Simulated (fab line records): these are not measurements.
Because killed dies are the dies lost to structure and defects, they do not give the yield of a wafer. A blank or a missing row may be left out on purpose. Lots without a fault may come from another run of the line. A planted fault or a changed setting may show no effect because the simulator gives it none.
fab line records ; flow n5_finfet
[record] lots = 7; wafers = 21
route steps=1938 shown BEOL_M10@1474 BEOL_M11@1546 BEOL_M12@1639
start_h: start of the lot's first displayed wafer, in hours after the record's first day ; wait_h: hours elapsed since this lot's preceding step ; " the same as in the row above ; L1.1+2: a row that stands for several wafers ; - either no value or no given start ; * or withheld: withheld ; < > ~ a bound
route shown NAME@n: NAME is a module with steps in the file, n the number in the route of the first one ; usual: average and standard deviation across the fault-free wafers ; same: alike in all rows ; chamber/n: place in a boat ; sites: readings site by site ; _std_site: standard deviation across them ; _edge_site: outer sites' mean less inner sites' ; radius_mm: how far each site lies from the wafer's centre ; mask NAME#n: copy n ; behind: the most recent tool/chamber to have shaped the wafer ; hold: what put the lot on hold/how long, in hours/how the hold closed ; device: names the non-switching transistor (n, p or np) ; end of line: at the end of the route, the tests of the same wafers ; where a step has no rows: the recipe by itself ; killed: dies lost to structure and defects at the first sort, not the wafer's yield ; map: a wafer's dies, marking killed ones x, the rest . and places with no die _
set.NAME: the run value of the setting; set.NAME@STEP: its run value at that earlier step ; model.NAME: the simulator's own value behind a step, which no gauge read
lots whose settings were changed on purpose; a table a step, a row a wafer
[[steps]]
[step N5_BEOL_M10_HM_DEP_02]
[recipe] material = TiN; target_thk_a = 200; temp_c = 25; chamber_pressure_pa = 0.49996
lot.wafer;tool;chamber;start_h;wait_h;set.target_thk_a;model.TiN_of_BEOL_M10_HM_DEP_02.thk_nm
L074.1;pvd_sputter-02;-;203.91;0.3;200;19.8
L074.2+5;pvd_sputter-02;-;203.91;0.3;200;20.4
L075.1+2;pvd_sputter-03;-;216.39;0.2;200;20
L075.6;pvd_sputter-03;-;216.39;0.2;200;20.2
L079.4;pvd_sputter-02;-;231.66;0.5;200;20.2
L079.5;pvd_sputter-02;-;231.66;0.5;200;20.4
L079.6;pvd_sputter-02;-;231.66;0.5;200;19.8
L080.1+5;pvd_sputter-02;-;241.62;1.9;200;20
L080.4;pvd_sputter-02;-;241.62;1.9;200;19.8
L085.1;pvd_sputter-03;-;273.29;0.1;200;20
L085.3;pvd_sputter-03;-;273.29;0.1;217.4;21.4
L085.6;pvd_sputter-03;-;273.29;0.1;217.4;21.6
L087.1+5;pvd_sputter-02;-;294.39;0.7;200;20.6
L087.3;pvd_sputter-02;-;294.39;0.7;200;20
L096.1;pvd_sputter-03;-;349.04;0.7;200;20
L096.3;pvd_sputter-03;-;349.04;0.7;176.9;18
L096.4;pvd_sputter-03;-;349.04;0.7;176.9;17.6
[step N5_BEOL_M10_COAT_59]
[recipe] resist = SOC; temp_c = 250; time_s = 60; spin_rpm = 1500; resist_thk_nm = 100
[step N5_BEOL_M10_COAT_60]
[recipe] resist = SiARC; temp_c = 220; time_s = 60; spin_rpm = 1500; resist_thk_nm = 30
[step N5_BEOL_M10_STRIP_68]
[recipe] chemistry = N2/H2; temp_c = 40; n2_flow_sccm = 200; h2_flow_sccm = 200; rf_frequency_hz = 6e+07
[step N5_BEOL_M10_STRIP_67]
[recipe] chemistry = CF4; resist = SiARC; power_w = 300; bias_power_w = 75; pressure_mtorr = 50; cf4_flow_sccm = 150; rf_frequency_hz = 6e+07
[step N5_BEOL_M10_HM_OPEN_17]
[recipe] chemistry = Cl2/BCl3; target_depth_a = 200; overetch_a = 60; target = TiN; mask_material = SOC; ion_energy_ev = 150; pressure_mtorr = 10; icp_w = 1000; bias_w = 126; Cl2_flow_sccm = 53.25; bcl3_flow_sccm = 21.75; Ar_flow_sccm = 25
lot.wafer;tool;chamber;start_h;wait_h;set.target_thk_a@BEOL_M10_HM_DEP_02;model.etch.depth_nm
L074.1;rie_metal-02;1;204.78;0.0;200;19.83
L074.2;rie_metal-02;0;204.78;0.0;200;20.41
L074.5;rie_metal-02;1;204.78;0.0;200;20.5
L075.1;rie_metal-03;1;217.67;0.0;200;19.97
L075.2;rie_metal-03;0;217.67;0.0;200;20.08
L075.6;rie_metal-03;0;217.67;0.0;200;20.2
L079.4;rie_metal-03;1;233.33;0.1;200;20.1
L079.5;rie_metal-03;0;233.33;0.1;200;20.35
L079.6;rie_metal-03;1;233.33;0.1;200;19.88
L080.1;rie_metal-01;1;242.48;0.0;200;20.1
L080.4;rie_metal-01;1;242.48;0.0;200;19.88
L080.5;rie_metal-01;0;242.48;0.0;200;19.93
L085.1;rie_metal-01;1;274.46;0.0;200;19.96
L085.3;rie_metal-01;1;274.46;0.0;217.4;21.46
L085.6;rie_metal-01;0;274.46;0.0;217.4;21.67
L087.1;rie_metal-03;0;295.60;0.0;200;20.63
L087.3;rie_metal-03;0;295.60;0.0;200;19.96
L087.5;rie_metal-03;0;295.60;0.0;200;20.69
L096.1;rie_metal-03;1;350.09;0.0;200;20.05
L096.3;rie_metal-03;0;350.09;0.0;176.9;18.05
L096.4;rie_metal-03;1;350.09;0.0;176.9;17.59
[step N5_BEOL_M10_STRIP_19]
[recipe] chemistry = O2; power_w = 400; temp_c = 40; pressure_mtorr = 30; rf_frequency_hz = 6e+07; bias_power_w = 0; overash_fraction = 0.2; o2_flow_sccm = 225
[step N5_BEOL_M10_STRIP_73]
[recipe] chemistry = C4F6/O2; resist = SiARC; rf_frequency_hz = 6e+07
[step N5_BEOL_M10_STRIP_36]
[recipe] chemistry = N2/H2; power_w = 450; temp_c = 40; pressure_mtorr = 20; rf_frequency_hz = 6e+07; overash_fraction = 0.3; bias_power_w = 7; h2_frac = 0.5; n2_flow_sccm = 200; h2_flow_sccm = 200
[step N5_BEOL_M10_TRENCH_ETCH_37]
[recipe] chemistry = C4F6/O2; target_depth_a = 1488.3; target = SiCOH_lowk; time_s = 48; ion_energy_ev = 250; pressure_mtorr = 30; source_w = 345; bias_w = 185; Ar_flow_sccm = 300; C4F6_flow_sccm = 10; O2_flow_sccm = 10
lot.wafer;tool;chamber;start_h;wait_h;set.target_thk_a@BEOL_M10_HM_DEP_02;model.TiN_of_BEOL_M10_HM_DEP_02.thk_nm
L074.1;rie_diel-03;0;-;-;200;15.6
L074.2+5;rie_diel-03;1,2;-;-;200;16.4
L075.1+2+6;rie_diel-03;3,2,2;-;-;200;16
L079.4;rie_diel-06;3;-;-;200;16.2
L079.5;rie_diel-06;0;-;-;200;16.4
L079.6;rie_diel-06;1;-;-;200;15.8
L080.1;rie_diel-06;3;-;-;200;16.2
L080.4;rie_diel-06;2;-;-;200;15.8
L080.5;rie_diel-06;3;-;-;200;16
L085.1;rie_diel-03;1;-;-;200;15.8
L085.3;rie_diel-03;0;-;-;217.4;17.2
L085.6;rie_diel-03;2;-;-;217.4;17.6
L087.1;rie_diel-02;0;-;-;200;16.8
L087.3;rie_diel-02;3;-;-;200;15.8
L087.5;rie_diel-02;2;-;-;200;16.6
L096.1;rie_diel-03;2;-;-;200;16
L096.3;rie_diel-03;1;-;-;176.9;14
L096.4;rie_diel-03;0;-;-;176.9;13.4
[step N5_BEOL_M11_EXPOSE_08]
[recipe] mask_id = M11; na = 1.35; source_shape = dipole; sigma_inner = 0.411; sigma_outer = 0.611; polarization = te; dose_mj = 53.75
lot.wafer;tool;chamber;start_h;wait_h;mask;set.dose_mj
L074.1+2+5;arfi_scanner-02;0;210.63;-;M11#0;53.75
L075.1+2;arfi_scanner-03;0;225.27;-;M11#0;53.75
L075.6;arfi_scanner-03;0;225.27;-;M11#0;57.67
L079.4+5+6;arfi_scanner-02;0;242.65;-;M11#0;53.75
L080.1+5;arfi_scanner-03;0;249.89;-;M11#0;51.21
L080.4;arfi_scanner-03;0;249.89;-;M11#0;53.75
L085.1+3+6;arfi_scanner-02;0;283.11;-;M11#0;56.75
L087.1;arfi_scanner-01;0;303.38;-;M11#0;53.75
L087.3+5;arfi_scanner-01;0;303.38;-;M11#0;51.14
L096.1+4;arfi_scanner-01;0;356.53;-;M11#0;53.75
L096.3;arfi_scanner-01;0;356.53;-;M11#0;51.87
[step N5_BEOL_M11_PEB_09]
[recipe] peb_temp_c = withheld; peb_time_s = 60; resist = CAR-ArF
[step N5_BEOL_M11_DEVELOP_10]
[recipe] develop_time_s = 30; developer = TMAH; resist = CAR-ArF; rinse_liquid = diw; dry = air_spin; dev_temp_c = 23
[step N5_BEOL_M11_CD_MEAS_11]
[recipe] target_cd_nm = 64.1; landing_energy_ev = 500; detector = se_inlens; polarity = opening
[usual] cd_nm = 64.4/0.66
lot.wafer;tool;chamber;start_h;wait_h;set.dose_mj@BEOL_M11_EXPOSE_08;cd_nm
L074.1;cd_sem-03;0;210.76;-;53.75;64.6
L074.2;cd_sem-03;0;210.76;-;53.75;63.8
L074.5;cd_sem-03;0;210.76;-;53.75;64.8
L075.1;cd_sem-02;0;225.40;-;53.75;63.8
L075.2;cd_sem-02;0;225.40;-;53.75;63.8
L075.6;cd_sem-02;0;225.40;-;57.67;68.5
L079.4;cd_sem-01;0;242.76;-;53.75;64.6
L079.5;cd_sem-01;0;242.76;-;53.75;64.5
L079.6;cd_sem-01;0;242.76;-;53.75;64.6
L080.1;cd_sem-02;0;250.02;-;51.21;62.5
L080.4;cd_sem-02;0;250.02;-;53.75;63.6
L080.5;cd_sem-02;0;250.02;-;51.21;61.4
L085.1;cd_sem-02;0;283.24;-;56.75;68.4
L085.3;cd_sem-02;0;283.24;-;56.75;68.8
L085.6;cd_sem-02;0;283.24;-;56.75;67.1
L087.1;cd_sem-02;0;303.50;-;53.75;65.0
L087.3;cd_sem-02;0;303.50;-;51.14;62.6
L087.5;cd_sem-02;0;303.50;-;51.14;62.3
L096.1;cd_sem-03;0;356.65;-;53.75;63.7
L096.3;cd_sem-03;0;356.65;-;51.87;62.1
L096.4;cd_sem-03;0;356.65;-;53.75;63.4
[step N5_BEOL_M11_DESCUM_16]
[recipe] chemistry = O2; time_s = 7.9; source_power_w = 50; bias_power_w = 20; pressure_mtorr = 20; rf_frequency_hz = 2.712e+07; temp_c = 40; resist = CAR-ArF; o2_flow_sccm = 225
lot.wafer;tool;chamber;start_h;wait_h;set.time_s;model.CAR-ArF_of_BEOL_M11_COAT_05.thk_nm
L074.1;rie_diel-04;2;212.96;2.2;6.328;84.2
L074.2+5;rie_diel-04;0,1;212.96;2.2;7.9;83
L075.1;rie_diel-01;0;225.64;0.2;8.962;82.2
L075.2;rie_diel-01;3;225.64;0.2;7.9;83.6
L075.6;rie_diel-01;3;225.64;0.2;8.962;82.6
L079.4;rie_diel-04;3;243.35;0.5;7.9;83.4
L079.5;rie_diel-04;0;243.35;0.5;7.9;84
L079.6;rie_diel-04;3;243.35;0.5;7.9;83.6
L080.1+4;rie_diel-04;3,2;250.55;0.5;8.386;83.2
L080.5;rie_diel-04;3;250.55;0.5;7.9;83.2
L085.1;rie_diel-05;2;283.33;0.0;7.9;83.8
L085.3;rie_diel-05;3;283.33;0.0;7.9;83.2
L085.6;rie_diel-05;1;283.33;0.0;6.614;84.4
L087.1;rie_diel-05;2;303.75;0.2;7.9;83.6
L087.3;rie_diel-05;1;303.75;0.2;8.866;83.2
L087.5;rie_diel-05;3;303.75;0.2;7.9;84
L096.1+3+4;rie_diel-05;2,3,0;356.74;0.0;7.9;83.4
[step N5_BEOL_M11_ETCH_61]
[recipe] chemistry = CF4; target = SiARC; target_depth_a = 390; mask_material = CAR-ArF; time_s = 65; ion_energy_ev = 80; pressure_mtorr = 40; source_w = 545; bias_w = 36; Ar_flow_sccm = 100; cf4_flow_sccm = 100; ends = cleared
lot.wafer;tool;chamber;start_h;wait_h;set.dose_mj@BEOL_M11_EXPOSE_08;model.BEOL_M11.cd_offset_nm
L074.1;rie_diel-04;2;213.00;0.0;53.75;0
L074.2;rie_diel-04;0;213.00;0.0;53.75;-0.6
L074.5;rie_diel-04;1;213.00;0.0;53.75;0.6
L075.1;rie_diel-01;0;225.67;0.0;53.75;0.2
L075.2;rie_diel-01;3;225.67;0.0;53.75;-0.2
L075.6;rie_diel-01;3;225.67;0.0;57.67;4.4
L079.4;rie_diel-04;3;243.39;0.0;53.75;0.6
L079.5+6;rie_diel-04;0,3;243.39;0.0;53.75;0.2
L080.1;rie_diel-04;3;250.58;0.0;51.21;-1.2
L080.4;rie_diel-04;2;250.58;0.0;53.75;0
L080.5;rie_diel-04;3;250.58;0.0;51.21;-2.2
L085.1;rie_diel-05;2;283.36;0.0;56.75;4.6
L085.3;rie_diel-05;3;283.36;0.0;56.75;4
L085.6;rie_diel-05;1;283.36;0.0;56.75;2.4
L087.1;rie_diel-05;2;303.79;0.0;53.75;1.2
L087.3;rie_diel-05;1;303.79;0.0;51.14;-1.6
L087.5;rie_diel-05;3;303.79;0.0;51.14;-2.4
L096.1;rie_diel-05;2;356.78;0.0;53.75;-0.2
L096.3;rie_diel-05;3;356.78;0.0;51.87;-2.4
L096.4;rie_diel-05;0;356.78;0.0;53.75;-0.8
[step N5_BEOL_M11_ETCH_62]
[recipe] chemistry = N2/H2; target = SOC; target_depth_a = 1100; overetch_a = 220; mask_material = SiARC; temp_c = 40; time_s = 165; ion_energy_ev = 200; pressure_mtorr = 30; source_w = 840; bias_w = 150; n2_flow_sccm = 200; h2_flow_sccm = 200
lot.wafer;tool;chamber;start_h;wait_h;set.dose_mj@BEOL_M11_EXPOSE_08;model.BEOL_M11.cd_offset_nm
L074.1+5;rie_diel-04;2,1;213.05;0.0;53.75;0.6
L074.2;rie_diel-04;0;213.05;0.0;53.75;-0.6
L075.1;rie_diel-01;0;225.72;0.0;53.75;0.2
L075.2;rie_diel-01;3;225.72;0.0;53.75;-0.4
L075.6;rie_diel-01;3;225.72;0.0;57.67;4.2
L079.4;rie_diel-04;3;243.44;0.0;53.75;0.6
L079.5;rie_diel-04;0;243.44;0.0;53.75;0
L079.6;rie_diel-04;3;243.44;0.0;53.75;0.2
L080.1;rie_diel-04;3;250.63;0.0;51.21;-1
L080.4;rie_diel-04;2;250.63;0.0;53.75;0.4
L080.5;rie_diel-04;3;250.63;0.0;51.21;-2.4
L085.1;rie_diel-05;2;283.41;0.0;56.75;4.6
L085.3;rie_diel-05;3;283.41;0.0;56.75;4
L085.6;rie_diel-05;1;283.41;0.0;56.75;2.4
L087.1;rie_diel-05;2;303.84;0.0;53.75;1.2
L087.3;rie_diel-05;1;303.84;0.0;51.14;-1.8
L087.5;rie_diel-05;3;303.84;0.0;51.14;-2.6
L096.1;rie_diel-05;2;356.83;0.0;53.75;0
L096.3;rie_diel-05;3;356.83;0.0;51.87;-2.6
L096.4;rie_diel-05;0;356.83;0.0;53.75;-1
[step N5_BEOL_M11_STRIP_68]
[recipe] chemistry = N2/H2; temp_c = 40; n2_flow_sccm = 200; h2_flow_sccm = 200; rf_frequency_hz = 6e+07
[step N5_BEOL_M11_STRIP_67]
[recipe] chemistry = CF4; resist = SiARC; power_w = 300; bias_power_w = 75; pressure_mtorr = 50; cf4_flow_sccm = 150; rf_frequency_hz = 6e+07
[step N5_BEOL_M11_HM_OPEN_17]
[recipe] chemistry = Cl2/BCl3; target_depth_a = 200; overetch_a = 60; target = TiN; mask_material = SOC; ion_energy_ev = 150; pressure_mtorr = 10; icp_w = 1000; bias_w = 126; Cl2_flow_sccm = 53.25; bcl3_flow_sccm = 21.75; Ar_flow_sccm = 25
lot.wafer;tool;chamber;start_h;wait_h;set.dose_mj@BEOL_M11_EXPOSE_08;model.BEOL_M11.cd_offset_nm
L074.1;rie_metal-03;0;213.24;0.0;53.75;0.6
L074.2;rie_metal-03;1;213.24;0.0;53.75;-0.8
L074.5;rie_metal-03;1;213.24;0.0;53.75;0.4
L075.1;rie_metal-03;0;225.91;0.0;53.75;0
L075.2;rie_metal-03;1;225.91;0.0;53.75;-0.6
L075.6;rie_metal-03;1;225.91;0.0;57.67;4
L079.4;rie_metal-01;1;243.65;0.1;53.75;0.6
L079.5;rie_metal-01;0;243.65;0.1;53.75;0.2
L079.6;rie_metal-01;1;243.65;0.1;53.75;0.4
L080.1;rie_metal-01;0;250.82;0.0;51.21;-0.8
L080.4;rie_metal-01;0;250.82;0.0;53.75;0.6
L080.5;rie_metal-01;1;250.82;0.0;51.21;-2.2
L085.1;rie_metal-01;0;283.60;0.0;56.75;4.8
L085.3;rie_metal-01;0;283.60;0.0;56.75;4.2
L085.6;rie_metal-01;1;283.60;0.0;56.75;2.6
L087.1;rie_metal-03;1;304.03;0.0;53.75;1
L087.3;rie_metal-03;1;304.03;0.0;51.14;-2
L087.5;rie_metal-03;0;304.03;0.0;51.14;-2.6
L096.1;rie_metal-03;0;357.01;0.0;53.75;-0.2
L096.3;rie_metal-03;1;357.01;0.0;51.87;-2.6
L096.4;rie_metal-03;0;357.01;0.0;53.75;-1.2
[step N5_BEOL_M11_STRIP_19]
[recipe] chemistry = O2; power_w = 400; temp_c = 40; pressure_mtorr = 30; rf_frequency_hz = 6e+07; bias_power_w = 0; overash_fraction = 0.2; o2_flow_sccm = 225
[step N5_BEOL_M11_CD_MEAS_18]
[recipe] pitch_nm = 140; target_cd_nm = 70
[usual] cd_nm = 70.3/0.75
lot.wafer;tool;chamber;start_h;wait_h;set.dose_mj@BEOL_M11_EXPOSE_08;cd_nm
L074.1;cd_sem-01;-;213.44;0.0;53.75;70.7
L074.2;cd_sem-01;-;213.44;0.0;53.75;69.5
L074.5;cd_sem-01;-;213.44;0.0;53.75;70.5
L075.1;cd_sem-02;-;226.09;0.0;53.75;70.2
L075.2;cd_sem-02;-;226.09;0.0;53.75;69.3
L075.6;cd_sem-02;-;226.09;0.0;57.67;74.4
L079.4;cd_sem-02;-;243.85;0.1;53.75;70.7
L079.5;cd_sem-02;-;243.85;0.1;53.75;70.2
L079.6;cd_sem-02;-;243.85;0.1;53.75;70.3
L080.1;cd_sem-01;-;251.00;0.0;51.21;69.3
L080.4;cd_sem-01;-;251.00;0.0;53.75;70.1
L080.5;cd_sem-01;-;251.00;0.0;51.21;67.6
L085.1;cd_sem-03;-;283.81;0.0;56.75;74.9
L085.3;cd_sem-03;-;283.81;0.0;56.75;74.2
L085.6;cd_sem-03;-;283.81;0.0;56.75;72.6
L087.1;cd_sem-02;-;304.26;0.0;53.75;71.0
L087.3;cd_sem-02;-;304.26;0.0;51.14;68.2
L087.5;cd_sem-02;-;304.26;0.0;51.14;67.2
L096.1;cd_sem-01;-;357.19;0.0;53.75;69.6
L096.3;cd_sem-01;-;357.19;0.0;51.87;67.4
L096.4;cd_sem-01;-;357.19;0.0;53.75;68.6
[step N5_BEOL_M11_COAT_63]
[recipe] resist = SOC; temp_c = 250; time_s = 60; spin_rpm = 1500; resist_thk_nm = 100
[step N5_BEOL_M11_COAT_64]
[recipe] resist = SiARC; temp_c = 220; time_s = 60; spin_rpm = 1500; resist_thk_nm = 30
[step N5_BEOL_M11_PRECLEAN_42]
[recipe] chemistry = residue_remover; time_s = 60; temp_c = 40
[step N5_BEOL_M11_SRD_43]
[recipe] time_s = 30; temp_c = 23; rinse_liquid = diw; dry = ipa_marangoni
[step N5_BEOL_M11_CD_MEAS_35]
[recipe] target_cd_nm = 70; polarity = opening
[usual] cd_nm = 70.2/0.75
lot.wafer;tool;chamber;start_h;wait_h;set.dose_mj@BEOL_M11_EXPOSE_08;cd_nm
L074.1;cd_sem-01;-;216.27;0.0;53.75;70.7
L074.2;cd_sem-01;-;216.27;0.0;53.75;68.8
L074.5;cd_sem-01;-;216.27;0.0;53.75;69.9
L075.1;cd_sem-02;-;228.20;0.0;53.75;69.9
L075.2;cd_sem-02;-;228.20;0.0;53.75;69.6
L075.6;cd_sem-02;-;228.20;0.0;57.67;73.8
L079.4;cd_sem-02;-;245.61;0.0;53.75;70.5
L079.5;cd_sem-02;-;245.61;0.0;53.75;70.2
L079.6;cd_sem-02;-;245.61;0.0;53.75;70.1
L080.1;cd_sem-02;-;253.83;0.0;51.21;69.3
L080.4;cd_sem-02;-;253.83;0.0;53.75;70.5
L080.5;cd_sem-02;-;253.83;0.0;51.21;67.7
L085.1;cd_sem-03;-;286.52;0.0;56.75;74.4
L085.3;cd_sem-03;-;286.52;0.0;56.75;74.3
L085.6;cd_sem-03;-;286.52;0.0;56.75;72.5
L087.1;cd_sem-03;-;307.95;0.0;53.75;70.7
L087.3;cd_sem-03;-;307.95;0.0;51.14;67.3
L087.5;cd_sem-03;-;307.95;0.0;51.14;67.0
L096.1;cd_sem-02;-;359.20;0.0;53.75;69.9
L096.3;cd_sem-02;-;359.20;0.0;51.87;67.0
L096.4;cd_sem-02;-;359.20;0.0;53.75;68.4
[step N5_BEOL_M12_TRENCH_ETCH_34]
[recipe] chemistry = C4F8/O2/Ar; target = SiOC; target_depth_a = 3189.5; mask_material = SOC; pressure_mtorr = 30; source_w = 3000; bias_w = 700; Ar_flow_sccm = 400; C4F8_flow_sccm = 15; O2_flow_sccm = 8; he_inner_torr = 15; he_outer_torr = 30; time_s = 125.5; ion_energy_ev = 250
lot.wafer;tool;chamber;start_h;wait_h;set.time_s;model.etch.depth_nm
L074.1;rie_diel-02;0;221.51;0.0;125.5;309.4
L074.2;rie_diel-02;2;221.51;0.0;125.5;317.9
L074.5;rie_diel-02;3;221.51;0.0;125.5;327.8
L075.1;rie_diel-06;2;233.42;0.0;117.8;297.4
L075.2;rie_diel-06;1;233.42;0.0;125.5;315.9
L075.6;rie_diel-06;1;233.42;0.0;125.5;316.5
L079.4;rie_diel-06;3;251.40;0.0;125.5;317.1
L079.5;rie_diel-06;0;251.40;0.0;125.5;310.7
L079.6;rie_diel-06;3;251.40;0.0;125.5;318.7
L080.1;rie_diel-03;2;260.95;0.0;148.8;376.6
L080.4;rie_diel-03;1;260.95;0.0;125.5;310.5
L080.5;rie_diel-03;1;260.95;0.0;125.5;311.7
L085.1;rie_diel-06;2;291.22;0.0;125.5;314.9
L085.3;rie_diel-06;1;291.22;0.0;125.5;313.2
L085.6;rie_diel-06;0;291.22;0.0;125.5;308.8
L087.1;rie_diel-06;0;312.52;0.0;113.1;279.8
L087.3;rie_diel-06;1;312.52;0.0;113.1;285.2
L087.5;rie_diel-06;1;312.52;0.0;125.5;318.3
L096.1;rie_diel-06;0;364.98;0.0;125.5;308.4
L096.3;rie_diel-06;1;364.98;0.0;125.5;312.7
L096.4;rie_diel-06;2;364.98;0.0;111.4;283.4
[step N5_BEOL_M12_STRIP_70]
[recipe] chemistry = C4F8/O2/Ar; resist = SiARC; rf_frequency_hz = 6e+07
[step N5_BEOL_M12_OCD_MEAS_35]
[usual] trench_depth_nm = 316/5.2
lot.wafer;tool;chamber;start_h;wait_h;set.time_s@BEOL_M12_TRENCH_ETCH_34;trench_depth_nm
L074.1;ocd-01;-;221.67;0.0;125.5;310
L074.2;ocd-01;-;221.67;0.0;125.5;317
L074.5;ocd-01;-;221.67;0.0;125.5;328
L075.1;ocd-01;-;233.57;0.0;117.8;298
L075.2;ocd-01;-;233.57;0.0;125.5;316
L075.6;ocd-01;-;233.57;0.0;125.5;316
L079.4;ocd-01;-;251.56;0.0;125.5;317
L079.5;ocd-01;-;251.56;0.0;125.5;311
L079.6;ocd-01;-;251.56;0.0;125.5;319
L080.1;ocd-01;-;261.10;0.0;148.8;377
L080.4;ocd-01;-;261.10;0.0;125.5;310
L080.5;ocd-01;-;261.10;0.0;125.5;312
L085.1;ocd-01;-;291.37;0.0;125.5;315
L085.3;ocd-01;-;291.37;0.0;125.5;313
L085.6;ocd-01;-;291.37;0.0;125.5;309
L087.1;ocd-01;-;312.67;0.0;113.1;279
L087.3;ocd-01;-;312.67;0.0;113.1;285
L087.5;ocd-01;-;312.67;0.0;125.5;318
L096.1;ocd-02;-;365.13;0.0;125.5;308
L096.3;ocd-02;-;365.13;0.0;125.5;313
L096.4;ocd-02;-;365.13;0.0;111.4;283
[[key]]
[split] step = N5_BEOL_M10_HM_DEP_02; setting = target_thk_a; stated = 200; by = wafer
[response] step = N5_BEOL_M10_HM_DEP_02; reading = model.TiN_of_BEOL_M10_HM_DEP_02.thk_nm; change = +0.184; per = 1%; r = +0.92
[response] step = N5_BEOL_M10_HM_OPEN_17; reading = model.etch.depth_nm; change = +0.19; per = 1%; r = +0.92
[response] step = N5_BEOL_M10_TRENCH_ETCH_37; reading = model.TiN_of_BEOL_M10_HM_DEP_02.thk_nm; change = +0.194; per = 1%; r = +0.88
[split] step = N5_BEOL_M11_EXPOSE_08; setting = dose_mj; stated = 53.75; by = wafer
[response] step = N5_BEOL_M11_CD_MEAS_11; reading = cd_nm; change = +0.536; per = 1%; r = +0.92
[response] step = N5_BEOL_M11_ETCH_61; reading = model.BEOL_M11.cd_offset_nm; change = +0.56; per = 1%; r = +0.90
[response] step = N5_BEOL_M11_ETCH_62; reading = model.BEOL_M11.cd_offset_nm; change = +0.585; per = 1%; r = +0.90
[response] step = N5_BEOL_M11_HM_OPEN_17; reading = model.BEOL_M11.cd_offset_nm; change = +0.574; per = 1%; r = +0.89
[response] step = N5_BEOL_M11_CD_MEAS_18; reading = cd_nm; change = +0.578; per = 1%; r = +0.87
[response] step = N5_BEOL_M11_CD_MEAS_35; reading = cd_nm; change = +0.57; per = 1%; r = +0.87
[split] step = N5_BEOL_M11_DESCUM_16; setting = time_s; stated = 7.9; by = wafer
[response] step = N5_BEOL_M11_DESCUM_16; reading = model.CAR-ArF_of_BEOL_M11_COAT_05.thk_nm; change = -0.0602; per = 1%; r = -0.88
[split] step = N5_BEOL_M12_TRENCH_ETCH_34; setting = time_s; stated = 125.5; by = wafer
[response] step = N5_BEOL_M12_TRENCH_ETCH_34; reading = model.etch.depth_nm; change = +3.28; per = 1%; r = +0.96
[response] step = N5_BEOL_M12_OCD_MEAS_35; reading = trench_depth_nm; change = +3.27; per = 1%; r = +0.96
